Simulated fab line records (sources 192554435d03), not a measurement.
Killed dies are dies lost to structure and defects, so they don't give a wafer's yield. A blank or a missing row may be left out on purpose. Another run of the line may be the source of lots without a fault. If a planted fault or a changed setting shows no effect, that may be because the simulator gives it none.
Matching of chambers -- flow n5_finfet -- 4 sister chambers for N5_BEOL_M12_ETCH_59 on rie_diel-02
The step etches BARC in N2/H2, target depth 89 nm, overetch 26.7 nm, time 67.9 s. 14 wafers are shown with their chamber, then 7 later ones without.

WAFERS PAIRED WITH THEIR CHAMBERS
wafer,chamber,drypump_motor_current_A (A),throttle_valve_pct (%),showerhead_plenum_p_Torr (Torr)
L078.2,2,5.6,17.95,2.68
L078.4,1,5.9,17.89,2.40
L078.5,0,6.8,17.21,2.71
L080.1,1,5.9,17.88,2.40
L080.4,3,5.3,17.94,2.57
L080.6,3,5.4,17.93,2.57
L083.1,3,5.3,17.94,2.56
L083.4,0,6.8,17.24,2.71
L083.5,0,6.8,17.24,2.71
L084.2,3,5.3,17.96,2.56
L084.4,2,5.6,17.96,2.67
L084.6,0,6.8,17.25,2.70
L095.2,1,5.9,17.48,2.70
L095.4,0,6.8,17.29,2.69

SIGNATURES, as means of the wafers listed above
reading,chamber 0,chamber 1,chamber 2,chamber 3,scatter within a chamber
drypump_motor_current_A,6.800,5.900,5.600,5.325,0.0274
throttle_valve_pct,17.2460,17.7500,17.9550,17.9425,0.106
showerhead_plenum_p_Torr,2.7040,2.5000,2.6750,2.5650,0.0778
Rule: for each reading, subtract the chamber's mean from the wafer's reading, divide by that reading's scatter and square the result; add these up over the readings and take the root, which gives the wafer's distance from the chamber. The wafer belongs to the nearest chamber; if the next one is less than 2 further off, it can't be placed. How the scatter is found: for the shown wafers, subtract from each reading the mean of its chamber, square and add these, divide the total by (wafers less chambers), then take the root.

WAFERS WITH NO CHAMBER GIVEN
wafer,drypump_motor_current_A (A),throttle_valve_pct (%),showerhead_plenum_p_Torr (Torr)
L095.6,5.9,17.47,2.70
L096.3,5.3,18.00,2.55
L096.4,5.6,18.00,2.66
L096.5,6.8,17.29,2.69
L097.4,6.0,17.48,2.70
L097.5,6.8,17.29,2.69
L097.6,5.3,17.99,2.55

WHICH CHAMBER EACH ONE RAN IN
wafer,from the rows above,in truth
L095.6,1,1
L096.3,3,3
L096.4,2,2
L096.5,0,0
L097.4,1,1
L097.5,0,0
L097.6,3,3
Correct placement for 7 of the 7. Not placeable from these rows: 0. Wrongly placed: 0.
